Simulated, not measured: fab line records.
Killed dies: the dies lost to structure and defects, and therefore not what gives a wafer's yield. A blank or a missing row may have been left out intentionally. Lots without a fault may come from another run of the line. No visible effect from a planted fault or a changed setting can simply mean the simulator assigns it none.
Chamber matching	flow nand-harc	rie-diel-07 running NHARC_P_ZERO_WELL_DESCUM_39: 4 sister chambers
The step chemistry O2, time 3 s. 14 wafers are shown with their chamber, then 7 later ones without.

WAFERS WITH THEIR CHAMBER
wafer	chamber	drypump-motor-current-A (A)	showerhead-plenum-p-Torr (Torr)	oes-product-au (a.u.)
L075.1	3	5.0	1.93	1.008
L075.2	1	6.3	2.00	1.023
L075.5	0	5.5	2.03	0.990
L079.3	1	6.3	2.00	1.012
L079.4	3	5.0	1.93	0.999
L079.6	2	6.2	1.90	0.996
L080.2	3	4.9	1.93	1.000
L080.4	1	6.2	2.00	1.023
L080.5	2	6.2	1.90	0.998
L083.2	2	6.2	1.90	0.985
L083.3	1	6.3	1.99	1.019
L083.5	0	5.5	2.02	0.992
L092.1	2	6.2	1.89	0.991
L092.3	3	4.9	1.92	1.002

SIGNATURES, as means of the wafers listed above
reading	chamber 0	chamber 1	chamber 2	chamber 3	scatter within a chamber
drypump-motor-current-A	5.500	6.275	6.200	4.950	0.0418
showerhead-plenum-p-Torr	2.0250	1.9975	1.8975	1.9275	0.00524
oes-product-au	0.99100	1.01925	0.99250	1.00225	0.00482
Rule: for a wafer and a chamber, the distance is found by dividing, reading by reading, the gap between the wafer's reading and the chamber's mean by the reading's scatter, squaring, summing and taking the root. If the next closest chamber is less than 2 further off than the closest, the wafer can't be placed; otherwise it belongs to the closest. The scatter: take each reading less its chamber's mean, square it, sum over the shown wafers, divide by the number of wafers less the number of chambers, and take the root.

WAFERS MISSING THEIR CHAMBER
wafer	drypump-motor-current-A (A)	showerhead-plenum-p-Torr (Torr)	oes-product-au (a.u.)
L092.5	6.2	1.98	0.998
L093.3	6.2	1.98	1.009
L093.5	6.2	1.89	1.013
L093.6	5.0	1.92	1.009
L096.4	5.0	1.91	1.005
L096.5	5.5	2.01	1.001
L096.6	6.3	1.98	1.013

EACH ONE'S CHAMBER
wafer	from the rows above	in truth
L092.5	1	1
L093.3	1	1
L093.5	2	2
L093.6	3	3
L096.4	3	3
L096.5	0	0
L096.6	1	1
Correct placement for 7 of the 7. Number that these rows cannot place: 0. Number placed wrongly: 0.
